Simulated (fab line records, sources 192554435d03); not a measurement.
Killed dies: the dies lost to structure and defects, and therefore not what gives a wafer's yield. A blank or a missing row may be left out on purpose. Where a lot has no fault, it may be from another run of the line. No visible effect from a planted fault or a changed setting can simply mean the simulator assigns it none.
fab line records	flow n5Finfet
record: lots: 24	wafers: 72	lastDay: 18
route steps=1938 shown FIN_SAQP@113 STI_FIN_REVEAL@204 DUMMY_GATE@214
lots untouched by any fault: they come from a run of this same line in which no faults occurred
startH: the number of hours between the record's first day and the start of the first shown wafer of the lot	waitH: time in hours since the lot's previous step	" unchanged from the row above	L1.1+2: a single row standing in for several wafers	- value missing, or start not given	* or withheld: withheld	< > ~ a bound
route shown NAME@n: NAME is a module with steps in the file, n the number in the route of the first one	usual: the fault-free wafers' mean and standard deviation	same: alike in all rows	chamber/n: place in a boat	sites: each site's reading	_std_site: the standard deviation of these	_edge_site: the outer-site mean with the inner-site mean subtracted	radiusMm: how far each site lies from the wafer's centre	mask NAME#n: copy n	behind: the tool/chamber that last shaped the wafer	hold: why the lot went on hold/how many hours it stayed there/how the hold came to an end	device: which transistor (n, p or np) failed to switch	end of line: the route-end tests of the same wafers	a step without rows: its recipe alone	killed: dies lost to structure and defects at the first sort, not the wafer's yield	map: shows each die of a wafer: x if killed, . if not, _ if none is there
set.NAME: the setting that was run; set.NAME@STEP: the one run at that earlier step	model.NAME: the simulator's own value behind a step, which no gauge read
the route's steps for a sample of lots (tables are steps, rows are wafers)
services: from which hour (startH, from the record's first day; less than 0 if before it) a tool's chamber was out of use, for how many hours, and why
== steps ==
step: N5_FIN_SAQP_INSPECT_18
recipe: mode: adi	inspectInstrument: brightfield
usual: rawDefectCount: 395/110
lot.wafer	tool	chamber	startH	waitH	rawDefectCount
L074.2	defectInspect-01	-	21.84	0.0	402
L074.3	"	-	"	"	408
L074.6	"	-	"	"	617
L075.1	defectInspect-02	-	27.44	0.0	294
L075.3	"	-	"	"	334
L075.5	"	-	"	"	388
L076.2	defectInspect-01	-	34.03	0.0	331
L076.3	"	-	"	"	291
L076.5	"	-	"	"	394
L077.3	defectInspect-01	-	39.70	0.0	581
L077.5	"	-	"	"	673
L077.6	"	-	"	"	396
L078.2	defectInspect-01	-	46.17	0.0	365
L078.4	"	-	"	"	449
L078.6	"	-	"	"	389
L079.2	defectInspect-01	-	52.54	0.0	218
L079.3	"	-	"	"	311
L079.6	"	-	"	"	309
L080.1	defectInspect-01	-	58.23	0.0	413
L080.3	"	-	"	"	400
L080.5	"	-	"	"	314
L081.1	defectInspect-01	-	63.95	0.0	427
L081.3	"	-	"	"	536
L081.6	"	-	"	"	370
L082.2	defectInspect-01	-	70.75	0.0	465
L082.3	"	-	"	"	413
L082.5	"	-	"	"	377
L083.3	defectInspect-01	-	77.30	0.0	309
L083.4	"	-	"	"	297
L083.5	"	-	"	"	390
L084.1	defectInspect-01	-	83.51	0.0	504
L084.2	"	-	"	"	374
L084.4	"	-	"	"	352
L085.2	defectInspect-01	-	88.39	0.0	454
L085.3	"	-	"	"	555
L085.5	"	-	"	"	609
L086.1	defectInspect-02	-	94.68	0.0	467
L086.4	"	-	"	"	534
L086.6	"	-	"	"	438
L087.1	defectInspect-01	-	102.19	0.0	427
L087.4	"	-	"	"	416
L087.5	"	-	"	"	443
L088.2	defectInspect-02	-	106.80	0.0	317
L088.5	"	-	"	"	271
L088.6	"	-	"	"	304
L089.4	defectInspect-01	-	113.89	0.0	330
L089.5	"	-	"	"	306
L089.6	"	-	"	"	431
L090.1	defectInspect-02	-	118.23	0.0	565
L090.2	"	-	"	"	606
L090.6	"	-	"	"	482
L091.1	defectInspect-01	-	124.21	0.0	388
L091.3	"	-	"	"	426
L091.5	"	-	"	"	358
L092.1	defectInspect-02	-	131.19	0.0	621
L092.2	"	-	"	"	646
L092.6	"	-	"	"	708
L093.1	defectInspect-02	-	136.21	0.0	332
L093.4	"	-	"	"	300
L093.5	"	-	"	"	293
L094.1	defectInspect-01	-	143.10	0.0	349
L094.5	"	-	"	"	286
L094.6	"	-	"	"	302
L095.1	defectInspect-02	-	148.50	0.0	458
L095.2	"	-	"	"	402
L095.4	"	-	"	"	337
L096.2	defectInspect-01	-	156.50	0.0	450
L096.3	"	-	"	"	314
L096.5	"	-	"	"	291
L097.1	defectInspect-01	-	162.23	0.0	498
L097.3	"	-	"	"	358
L097.5	"	-	"	"	434
step: N5_FIN_SAQP_RECESS_75
recipe: chemistry: HF/NH3	target: SiO2	targetDepthA: 144	afsCycles: 3	tempC: 30	sublimationTempC: 180	sublimationTimeS: 60
usual: drypumpMotorCurrentA: 5.86/0.23	sublimationTempC: 179.99/0.14
lot.wafer	tool	chamber	startH	waitH	drypumpMotorCurrentA	sublimationTempC
L074.2	vaporEtch-02	0	22.61	0.1	6.02	180.05
L074.3	"	1	"	"	6.08	179.89
L074.6	"	1	"	"	6.10	180.09
L075.1	vaporEtch-02	0	28.37	0.0	6.02	180.06
L075.3	"	1	"	"	6.13	180.00
L075.5	"	0	"	"	6.04	180.00
L076.2	vaporEtch-02	0	34.76	0.0	6.02	180.09
L076.3	"	1	"	"	6.09	179.98
L076.5	"	0	"	"	6.04	179.83
L077.3	vaporEtch-01	0	40.58	0.1	5.69	179.89
L077.5	"	1	"	"	5.56	180.08
L077.6	"	0	"	"	5.70	179.90
L078.2	vaporEtch-02	0	47.24	0.0	6.03	180.04
L078.4	"	1	"	"	6.14	180.10
L078.6	"	0	"	"	6.06	179.82
L079.2	vaporEtch-02	1	53.28	0.0	6.10	180.09
L079.3	"	0	"	"	5.99	179.93
L079.6	"	0	"	"	6.00	179.85
L080.1	vaporEtch-02	0	59.13	0.0	6.01	179.96
L080.3	"	1	"	"	6.12	179.93
L080.5	"	1	"	"	6.12	179.81
L081.1	vaporEtch-01	1	65.01	0.2	5.55	180.06
L081.3	"	0	"	"	5.70	179.94
L081.6	"	1	"	"	5.54	180.23
L082.2	vaporEtch-01	0	71.61	0.1	5.71	179.77
L082.3	"	1	"	"	5.55	179.72
L082.5	"	0	"	"	5.70	179.72
L083.3	vaporEtch-02	0	78.16	0.1	6.01	179.82
L083.4	"	1	"	"	6.05	180.08
L083.5	"	0	"	"	6.01	180.00
L084.1	vaporEtch-01	0	84.47	0.0	5.69	180.02
L084.2	"	1	"	"	5.55	180.16
L084.4	"	0	"	"	5.69	179.97
L085.2	vaporEtch-02	1	89.45	0.0	6.11	179.86
L085.3	"	1	"	"	6.11	179.98
L085.5	"	1	"	"	6.10	179.91
L086.1	vaporEtch-01	0	95.65	0.0	5.71	180.10
L086.4	"	1	"	"	5.57	179.86
L086.6	"	1	"	"	5.56	179.94
L087.1	vaporEtch-02	0	103.12	0.0	6.03	179.73
L087.4	"	1	"	"	6.11	179.72
L087.5	"	1	"	"	6.11	179.83
L088.2	vaporEtch-01	0	107.54	0.0	5.70	179.99
L088.5	"	0	"	"	5.71	179.77
L088.6	"	1	"	"	5.52	179.80
L089.4	vaporEtch-01	0	114.76	0.1	5.70	179.76
L089.5	"	1	"	"	5.54	180.09
L089.6	"	0	"	"	5.70	180.02
L090.1	vaporEtch-01	1	118.96	0.0	5.56	180.22
L090.2	"	0	"	"	5.71	180.15
L090.6	"	1	"	"	5.54	180.45
L091.1	vaporEtch-01	0	124.96	0.0	5.69	180.06
L091.3	"	0	"	"	5.70	180.19
L091.5	"	1	"	"	5.55	180.04
L092.1	vaporEtch-02	1	132.54	0.0	6.09	180.03
L092.2	"	0	"	"	6.03	179.92
L092.6	"	1	"	"	6.09	180.13
L093.1	vaporEtch-02	1	137.25	0.0	6.09	179.94
L093.4	"	0	"	"	5.99	179.96
L093.5	"	0	"	"	6.01	179.88
L094.1	vaporEtch-01	1	144.10	0.3	5.55	180.49
L094.5	"	1	"	"	5.56	179.75
L094.6	"	0	"	"	5.70	180.09
L095.1	vaporEtch-02	1	149.23	0.0	6.12	179.94
L095.2	"	0	"	"	6.03	179.83
L095.4	"	1	"	"	6.12	179.88
L096.2	vaporEtch-02	0	157.51	0.0	6.01	180.03
L096.3	"	0	"	"	6.03	179.91
L096.5	"	1	"	"	6.11	180.09
L097.1	vaporEtch-01	1	163.22	0.3	5.56	179.99
L097.3	"	0	"	"	5.70	180.08
L097.5	"	0	"	"	5.71	180.14
step: N5_FIN_SAQP_ETCH_67
recipe: chemistry: CH3F/O2	target: SiNx	targetDepthA: 300	maskMaterial: SOC	pressureMtorr: 30	sourceW: 395	biasW: 73	Ar_flow_sccm: 150	CH3F_flow_sccm: 30	O2_flow_sccm: 20	ionEnergyEv: 120
usual: O2_flow_sccm: 20.00/0.061	drypumpMotorCurrentA: 5.9/0.41	oesProductAu: 0.75/0.068	rfVppV: 297/6.6	showerheadPlenumPTorr: 2.00/0.067	throttleValvePct: 16.39/0.16
lot.wafer	tool	chamber	startH	waitH	O2_flow_sccm	drypumpMotorCurrentA	oesProductAu	rfHoursCounterH	rfVppV	showerheadPlenumPTorr	throttleValvePct
L074.2	rieDiel-03	1	25.52	0.0	20.10	6.3	0.83	70	287	2.03	16.31
L074.3	"	0	"	"	20.04	6.3	0.71	190	296	1.98	16.45
L074.6	"	3	"	"	19.99	5.9	0.77	-	291	2.00	16.11
L075.1	rieDiel-03	0	30.59	0.0	20.00	6.3	0.70	191	292	1.98	16.43
L075.3	"	1	"	"	19.98	6.3	0.83	72	289	2.03	16.32
L075.5	"	1	"	"	19.98	6.3	0.83	-	290	2.03	16.32
L076.2	rieDiel-02	1	37.13	0.0	19.96	5.4	0.76	134	303	2.11	16.23
L076.3	"	2	"	"	19.95	5.8	0.72	198	310	1.98	16.54
L076.5	"	0	"	"	19.96	6.3	0.79	-	301	1.85	16.42
L077.3	rieDiel-02	3	42.74	0.0	20.04	6.0	0.98	1	293	1.95	16.24
L077.5	"	0	"	"	19.97	6.4	0.80	-	301	1.85	16.44
L077.6	"	3	"	"	20.05	5.9	0.99	-	295	1.95	16.24
L078.2	rieDiel-03	0	49.35	0.0	20.04	6.2	0.70	198	295	1.98	16.46
L078.4	"	3	"	"	20.10	5.9	0.74	155	289	2.00	16.12
L078.6	"	2	"	"	19.97	5.5	0.70	-	290	1.98	16.35
L079.2	rieDiel-05	2	55.45	0.0	20.01	5.5	0.71	233	306	1.97	16.39
L079.3	"	0	"	"	20.04	5.8	0.74	177	298	2.08	16.24
L079.6	"	3	"	"	19.95	6.5	0.76	-	300	2.09	16.58
L080.1	rieDiel-02	1	61.21	0.0	19.96	5.4	0.78	142	302	2.11	16.25
L080.3	"	3	"	"	20.04	6.0	0.94	7	292	1.95	16.26
L080.5	"	1	"	"	20.03	5.4	0.76	-	303	2.11	16.24
L081.1	rieDiel-02	0	67.46	0.0	19.97	6.4	0.78	113	300	1.85	16.44
L081.3	"	1	"	"	19.96	5.4	0.77	143	304	2.11	16.25
L081.6	"	0	"	"	19.91	6.3	0.78	-	300	1.85	16.43
L082.2	rieDiel-02	2	73.69	0.0	20.08	5.8	0.71	210	310	1.98	16.57
L082.3	"	1	"	"	20.04	5.4	0.76	146	303	2.10	16.25
L082.5	"	1	"	"	20.03	5.3	0.75	-	302	2.10	16.24
L083.3	rieDiel-03	1	80.25	0.0	20.02	6.3	0.80	87	289	2.03	16.37
L083.4	"	2	"	"	19.92	5.5	0.69	208	290	1.98	16.39
L083.5	"	3	"	"	19.98	5.9	0.74	-	290	2.00	16.14
L084.1	rieDiel-02	1	87.57	0.0	20.06	5.4	0.76	150	303	2.10	16.25
L084.2	"	2	"	"	20.06	5.8	0.71	214	311	1.97	16.57
L084.4	"	3	"	"	20.03	5.9	0.92	15	295	1.95	16.27
L085.2	rieDiel-03	2	91.54	0.0	20.05	5.4	0.69	213	291	1.97	16.37
L085.3	"	3	"	"	20.02	5.9	0.74	167	289	2.00	16.14
L085.5	"	1	"	"	19.97	6.3	0.81	-	289	2.03	16.38
L086.1	rieDiel-05	2	97.84	0.0	19.91	5.5	0.69	246	307	1.97	16.40
L086.4	"	1	"	"	19.88	5.2	0.72	193	300	2.08	16.65
L086.6	"	2	"	"	20.05	5.5	0.69	-	307	1.97	16.40
L087.1	rieDiel-02	2	105.25	0.0	19.92	5.8	0.70	220	311	1.97	16.59
L087.4	"	1	"	"	20.00	5.4	0.76	157	302	2.10	16.28
L087.5	"	2	"	"	20.01	5.8	0.71	-	312	1.97	16.58
L088.2	rieDiel-05	3	110.16	0.0	19.98	6.5	0.73	178	301	2.08	16.63
L088.5	"	1	"	"	19.92	5.1	0.72	-	299	2.08	16.65
L088.6	"	3	"	"	20.04	6.4	0.72	-	301	2.08	16.62
L089.4	rieDiel-03	0	117.00	0.0	20.10	6.3	0.68	218	294	1.97	16.51
L089.5	"	2	"	"	19.98	5.5	0.69	-	291	1.97	16.39
L089.6	"	3	"	"	20.02	5.9	0.74	-	290	1.99	16.15
L090.1	rieDiel-05	3	121.13	0.0	19.91	6.5	0.73	183	300	2.08	16.63
L090.2	"	0	"	"	19.94	5.8	0.72	201	299	2.07	16.27
L090.6	"	1	"	"	19.96	5.1	0.70	-	299	2.07	16.66
L091.1	rieDiel-02	3	128.41	0.0	19.94	6.0	0.88	30	293	1.94	16.30
L091.3	"	2	"	"	20.00	5.8	0.69	230	309	1.97	16.60
L091.5	"	2	"	"	19.99	5.8	0.69	-	311	1.97	16.61
L092.1	rieDiel-03	3	134.91	0.0	19.99	5.9	0.73	179	290	1.99	16.15
L092.2	"	1	"	"	19.99	6.3	0.78	103	289	2.02	16.39
L092.6	"	2	"	"	20.09	5.5	0.69	-	290	1.97	16.40
L093.1	rieDiel-03	2	139.84	0.0	19.93	5.4	0.68	227	290	1.97	16.41
L093.4	"	1	"	"	19.95	6.4	0.78	105	289	2.02	16.38
L093.5	"	3	"	"	20.03	5.9	0.73	-	290	1.99	16.16
L094.1	rieDiel-03	2	146.25	0.0	19.94	5.5	0.69	229	291	1.97	16.42
L094.5	"	1	"	"	20.05	6.3	0.79	-	289	2.02	16.41
L094.6	"	2	"	"	19.94	5.5	0.68	-	289	1.97	16.40
L095.1	rieDiel-05	2	152.55	0.0	20.06	5.5	0.95	8	304	1.96	15.99
L095.2	"	3	"	"	19.99	6.5	0.72	195	300	2.07	16.65
L095.4	"	0	"	"	20.02	5.8	0.72	212	298	2.07	16.30
L096.2	rieDiel-03	3	159.77	0.0	19.88	5.9	0.74	187	288	1.99	16.18
L096.3	"	2	"	"	19.97	5.5	0.68	234	290	1.97	16.44
L096.5	"	0	"	"	19.97	6.3	0.68	-	293	1.96	16.51
L097.1	rieDiel-05	0	165.80	0.0	19.98	5.7	0.72	217	299	2.06	16.29
L097.3	"	3	"	"	19.95	6.5	0.72	201	300	2.07	16.67
L097.5	"	1	"	"	20.00	5.2	0.71	-	299	2.07	16.69
step: N5_FIN_SAQP_INSPECT_40
recipe: inspectInstrument: brightfield	mode: aei
usual: rawDefectCount: 233/77
lot.wafer	tool	chamber	startH	waitH	rawDefectCount
L074.2	defectInspect-01	-	26.91	0.0	243
L074.3	"	-	"	"	211
L074.6	"	-	"	"	268
L075.1	defectInspect-01	-	31.94	0.0	115
L075.3	"	-	"	"	178
L075.5	"	-	"	"	242
L076.2	defectInspect-02	-	38.49	0.0	231
L076.3	"	-	"	"	184
L076.5	"	-	"	"	255
L077.3	defectInspect-01	-	44.30	0.0	240
L077.5	"	-	"	"	143
L077.6	"	-	"	"	172
L078.2	defectInspect-02	-	50.79	0.0	354
L078.4	"	-	"	"	397
L078.6	"	-	"	"	379
L079.2	defectInspect-02	-	56.98	0.0	111
L079.3	"	-	"	"	289
L079.6	"	-	"	"	197
L080.1	defectInspect-02	-	62.59	0.0	309
L080.3	"	-	"	"	255
L080.5	"	-	"	"	261
L081.1	defectInspect-01	-	68.81	0.0	268
L081.3	"	-	"	"	268
L081.6	"	-	"	"	196
L082.2	defectInspect-02	-	75.04	0.0	315
L082.3	"	-	"	"	277
L082.5	"	-	"	"	289
L083.3	defectInspect-01	-	82.02	0.0	213
L083.4	"	-	"	"	227
L083.5	"	-	"	"	242
L084.1	defectInspect-02	-	89.25	0.0	251
L084.2	"	-	"	"	256
L084.4	"	-	"	"	159
L085.2	defectInspect-01	-	93.65	0.0	202
L085.3	"	-	"	"	291
L085.5	"	-	"	"	264
L086.1	defectInspect-02	-	101.56	0.0	297
L086.4	"	-	"	"	337
L086.6	"	-	"	"	373
L087.1	defectInspect-01	-	108.98	0.0	261
L087.4	"	-	"	"	258
L087.5	"	-	"	"	171
L088.2	defectInspect-02	-	111.56	0.0	222
L088.5	"	-	"	"	190
L088.6	"	-	"	"	213
L089.4	defectInspect-02	-	119.19	0.0	113
L089.5	"	-	"	"	127
L089.6	"	-	"	"	125
L090.1	defectInspect-01	-	122.49	0.0	214
L090.2	"	-	"	"	202
L090.6	"	-	"	"	301
L091.1	defectInspect-01	-	130.17	0.0	214
L091.3	"	-	"	"	131
L091.5	"	-	"	"	180
L092.1	defectInspect-01	-	136.34	0.0	300
L092.2	"	-	"	"	293
L092.6	"	-	"	"	409
L093.1	defectInspect-02	-	141.19	0.0	236
L093.4	"	-	"	"	220
L093.5	"	-	"	"	230
L094.1	defectInspect-02	-	148.11	0.0	277
L094.5	"	-	"	"	240
L094.6	"	-	"	"	218
L095.1	defectInspect-02	-	153.96	0.0	141
L095.2	"	-	"	"	118
L095.4	"	-	"	"	180
L096.2	defectInspect-01	-	161.26	0.0	257
L096.3	"	-	"	"	214
L096.5	"	-	"	"	248
L097.1	defectInspect-02	-	167.32	0.0	270
L097.3	"	-	"	"	220
L097.5	"	-	"	"	358
step: N5_STI_FIN_REVEAL_OXIDATION_33
recipe: chemistry: O2_PLASMA_REMOTE	tempC: 150	timeS: 20	pressureMtorr: 1000	sourcePowerW: 2000	o2FlowSccm: 3000
usual: drypumpMotorCurrentA: 5.62/0.28	heaterPowerW: 141/12
lot.wafer	tool	chamber	startH	waitH	drypumpMotorCurrentA	heaterPowerW	rfHoursCounterH
L074.2	plasmaAsher-01	0	37.22	0.0	5.69	129	62
L074.3	"	0	"	"	5.74	138	-
L074.6	"	1	"	"	6.02	126	-
L075.1	plasmaAsher-01	1	42.25	0.0	6.04	124	63
L075.3	"	1	"	"	6.05	124	-
L075.5	"	0	"	"	5.70	136	-
L076.2	plasmaAsher-01	1	49.71	0.0	6.04	123	65
L076.3	"	1	"	"	6.05	126	-
L076.5	"	1	"	"	6.05	128	-
L077.3	plasmaAsher-01	1	54.78	0.0	6.01	125	-
L077.5	"	1	"	"	6.02	126	-
L077.6	"	0	"	"	5.74	134	-
L078.2	plasmaAsher-01	1	62.25	0.0	6.03	127	68
L078.4	"	1	"	"	6.03	127	-
L078.6	"	1	"	"	6.01	127	-
L079.2	plasmaAsher-02	0	67.22	0.0	5.36	152	35
L079.3	"	1	"	"	5.36	155	-
L079.6	"	0	"	"	5.36	148	-
L080.1	plasmaAsher-02	1	72.90	0.0	5.37	156	36
L080.3	"	0	"	"	5.35	147	-
L080.5	"	1	"	"	5.35	154	-
L081.1	plasmaAsher-01	0	78.99	0.0	5.69	132	71
L081.3	"	0	"	"	5.71	136	-
L081.6	"	0	"	"	5.69	131	-
L082.2	plasmaAsher-02	1	85.16	0.0	5.34	155	38
L082.3	"	0	"	"	5.38	150	-
L082.5	"	1	"	"	5.35	155	-
L083.3	plasmaAsher-02	0	93.76	0.0	5.35	148	-
L083.4	"	1	"	"	5.36	157	-
L083.5	"	1	"	"	5.35	151	-
L084.1	plasmaAsher-02	0	100.03	0.0	5.36	149	40
L084.2	"	1	"	"	5.36	155	40
L084.4	"	0	"	"	5.36	148	-
L085.2	plasmaAsher-02	0	103.68	0.0	5.35	150	42
L085.3	"	0	"	"	5.35	147	-
L085.5	"	0	"	"	5.35	146	-
L086.1	plasmaAsher-01	1	111.85	0.0	6.02	125	78
L086.4	"	1	"	"	6.04	122	-
L086.6	"	0	"	"	5.69	131	-
L087.1	plasmaAsher-02	0	119.24	0.0	5.36	150	44
L087.4	"	0	"	"	5.35	150	-
L087.5	"	1	"	"	5.36	155	-
L088.2	plasmaAsher-02	1	122.08	0.0	5.36	153	45
L088.5	"	0	"	"	5.37	153	-
L088.6	"	1	"	"	5.37	155	-
L089.4	plasmaAsher-01	1	129.32	0.0	6.00	126	-
L089.5	"	1	"	"	6.00	127	-
L089.6	"	0	"	"	5.71	133	-
L090.1	plasmaAsher-01	1	134.46	0.0	6.03	122	82
L090.2	"	0	"	"	5.73	137	82
L090.6	"	0	"	"	5.74	136	-
L091.1	plasmaAsher-02	1	140.12	0.0	5.36	155	48
L091.3	"	1	"	"	5.36	153	-
L091.5	"	1	"	"	5.35	156	-
L092.1	plasmaAsher-01	0	146.17	0.0	5.72	134	85
L092.2	"	1	"	"	6.02	122	85
L092.6	"	0	"	"	5.73	136	-
L093.1	plasmaAsher-01	0	151.04	0.0	5.77	136	85
L093.4	"	0	"	"	5.74	135	-
L093.5	"	1	"	"	6.03	130	-
L094.1	plasmaAsher-02	0	160.24	0.0	5.36	150	52
L094.5	"	0	"	"	5.36	148	-
L094.6	"	1	"	"	5.35	153	-
L095.1	plasmaAsher-02	0	164.90	0.0	5.36	149	53
L095.2	"	1	"	"	5.36	157	53
L095.4	"	0	"	"	5.37	148	-
L096.2	plasmaAsher-02	0	172.17	0.0	5.37	146	54
L096.3	"	1	"	"	5.36	154	-
L096.5	"	1	"	"	5.36	155	-
L097.1	plasmaAsher-01	1	178.56	0.0	6.05	127	91
L097.3	"	0	"	"	5.74	132	-
L097.5	"	1	"	"	6.04	128	-
step: N5_DUMMY_GATE_ALD_02
recipe: material: SiO2	targetThkA: 20	tempC: 300	aldPrecursorFamily: BDEAS	aldCoReactant: O2-plasma	pulseTimeS: 1	pressureTorr: 2
usual: heaterPowerW: 441/47	precursorPulseHeightRel: 0.998/0.02
lot.wafer	tool	chamber	startH	waitH	heaterPowerW	precursorPulseHeightRel
L074.2	aldSin-02	2	37.68	0.1	402	1.014
L074.3	"	1	"	"	393	1.010
L074.6	"	2	"	"	388	0.974
L075.1	aldSin-01	2	42.64	0.0	447	1.016
L075.3	"	0	"	"	463	0.968
L075.5	"	3	"	"	472	1.031
L076.2	aldSin-02	0	50.09	0.0	509	1.038
L076.3	"	1	"	"	389	1.009
L076.5	"	2	"	"	401	1.002
L077.3	aldSin-03	2	55.14	0.0	499	0.996
L077.5	"	3	"	"	442	0.959
L077.6	"	0	"	"	471	0.974
L078.2	aldSin-02	2	62.83	0.0	392	0.996
L078.4	"	0	"	"	517	0.992
L078.6	"	2	"	"	403	0.977
L079.2	aldSin-02	2	67.66	0.0	396	1.004
L079.3	"	3	"	"	400	1.011
L079.6	"	2	"	"	397	1.020
L080.1	aldSin-02	3	73.29	0.0	413	0.993
L080.3	"	0	"	"	524	1.017
L080.5	"	2	"	"	385	0.999
L081.1	aldSin-02	0	79.36	0.0	531	0.977
L081.3	"	1	"	"	387	1.001
L081.6	"	2	"	"	402	0.989
L082.2	aldSin-02	2	86.03	0.5	387	0.993
L082.3	"	1	"	"	387	1.018
L082.5	"	2	"	"	393	0.999
L083.3	aldSin-03	0	94.23	0.1	476	0.999
L083.4	"	2	"	"	515	1.000
L083.5	"	2	"	"	501	1.002
L084.1	aldSin-01	3	100.45	0.0	452	1.007
L084.2	"	1	"	"	440	1.007
L084.4	"	0	"	"	480	1.035
L085.2	aldSin-02	2	104.10	0.0	393	1.003
L085.3	"	1	"	"	385	0.995
L085.5	"	2	"	"	406	1.009
L086.1	aldSin-01	2	114.37	2.2	429	1.009
L086.4	"	1	"	"	437	0.972
L086.6	"	2	"	"	432	1.017
L087.1	aldSin-02	0	120.04	0.5	525	0.984
L087.4	"	1	"	"	394	1.021
L087.5	"	0	"	"	519	0.984
L088.2	aldSin-01	2	122.46	0.0	428	1.021
L088.5	"	1	"	"	448	1.001
L088.6	"	3	"	"	461	1.021
L089.4	aldSin-01	1	130.12	0.5	448	0.933
L089.5	"	3	"	"	448	0.966
L089.6	"	2	"	"	417	0.992
L090.1	aldSin-02	3	135.36	0.6	416	1.003
L090.2	"	1	"	"	403	0.988
L090.6	"	2	"	"	404	0.997
L091.1	aldSin-01	2	140.50	0.0	416	1.004
L091.3	"	3	"	"	450	1.007
L091.5	"	3	"	"	456	0.978
L092.1	aldSin-02	2	147.30	0.8	396	0.996
L092.2	"	0	"	"	525	0.979
L092.6	"	3	"	"	420	1.011
L093.1	aldSin-01	2	151.42	0.0	425	0.987
L093.4	"	2	"	"	425	0.959
L093.5	"	3	"	"	458	0.977
L094.1	aldSin-03	0	160.80	0.0	483	0.970
L094.5	"	3	"	"	452	0.981
L094.6	"	0	"	"	485	0.987
L095.1	aldSin-03	2	165.28	0.0	513	0.992
L095.2	"	0	"	"	488	0.998
L095.4	"	1	"	"	545	0.993
L096.2	aldSin-02	3	172.55	0.0	406	0.979
L096.3	"	1	"	"	402	0.984
L096.5	"	0	"	"	521	1.000
L097.1	aldSin-02	0	182.36	3.5	534	1.010
L097.3	"	2	"	"	404	0.969
L097.5	"	2	"	"	399	1.023
== services ==
tool	chamber	startH	hours	kind
rieDiel-03	2	0.31	16.8	repair
rieDiel-05	1	1.08	6.8	repair
aldSin-02	-	1.82	0.5	repair
rieDiel-02	3	5.01	-	clean
rieDiel-02	3	5.01	-	consumableReplace:focusRing
rieDiel-02	3	5.01	35.8	scheduledDown
aldSin-02	0	7.75	-	clean
aldSin-02	1	7.75	-	clean
aldSin-02	2	7.75	-	clean
aldSin-02	3	7.75	-	clean
aldSin-03	1	18.54	4.8	repair
aldSin-03	2	19.63	4.0	repair
aldSin-02	3	32.47	3.5	repair
rieDiel-02	-	35.71	0.4	repair
aldSin-01	-	85.25	14.0	pm
vaporEtch-01	1	87.46	3.2	repair
aldSin-03	-	102.60	28.1	pm
aldSin-01	0	103.30	121.1	repair
rieDiel-05	1	141.45	1.7	repair
vaporEtch-02	-	152.97	2.8	pm
vaporEtch-02	-	160.03	0.9	repair
aldSin-01	1	168.50	92.3	repair
aldSin-03	-	178.17	14.0	pm
plasmaAsher-02	-	180.79	0.7	repair
== key ==
fault none
